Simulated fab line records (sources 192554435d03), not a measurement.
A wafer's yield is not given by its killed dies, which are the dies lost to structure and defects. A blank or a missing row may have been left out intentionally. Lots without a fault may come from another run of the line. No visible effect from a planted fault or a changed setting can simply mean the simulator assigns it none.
Matching of chambers ; flow n5-finfet ; pecvd-02 running N5_BEOL_M7_ILD_DEP_00: 3 sister chambers
The step deposits SiCOH lowk from DEMS/porogen, target thk 179.75 nm, time 33.4 s. 3 wafers are shown with their chamber, then 9 later ones without.

## WAFERS PAIRED WITH THEIR CHAMBERS
wafer;chamber;showerhead-vpp-V (V)
L084.2;1;1270
L089.5;2;1403
L089.6;0;1297

## WAFERS WITH NO CHAMBER GIVEN
wafer;showerhead-vpp-V (V)
L091.1;1316
L091.3;1269
L091.5;1340
L094.2;1403
L094.4;1412
L094.5;1315
L096.2;1315
L096.3;1417
L096.5;1286

## WHICH CHAMBER EACH ONE RAN IN
wafer;from the rows above;in truth
L091.1;can't be placed: 0 or 1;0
L091.3;can't be placed: 1 or 0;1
L091.5;can't be placed: 0 or 2 or 1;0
L094.2;2;2
L094.4;2;2
L094.5;can't be placed: 0 or 1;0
L096.2;can't be placed: 0 or 1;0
L096.3;2;2
L096.5;can't be placed: 0 or 1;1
Correct placement for 3 of the 9. These rows do not allow placing 6 (true chamber among the candidates in 6). Number placed wrongly: 0.
How it was worked out, from the rows above alone: a wafer's distance from a chamber is the root of the sum, over the readings, of the square of ((its reading less the chamber's mean) divided by the reading's scatter). If the next closest chamber is less than 2 further off than the closest, the wafer can't be placed; otherwise it belongs to the closest. A chamber's mean is the mean of its shown wafers. The scatter: with one shown wafer a chamber, the root of the mean of the squares of how far each hidden wafer lies from its nearest shown one.
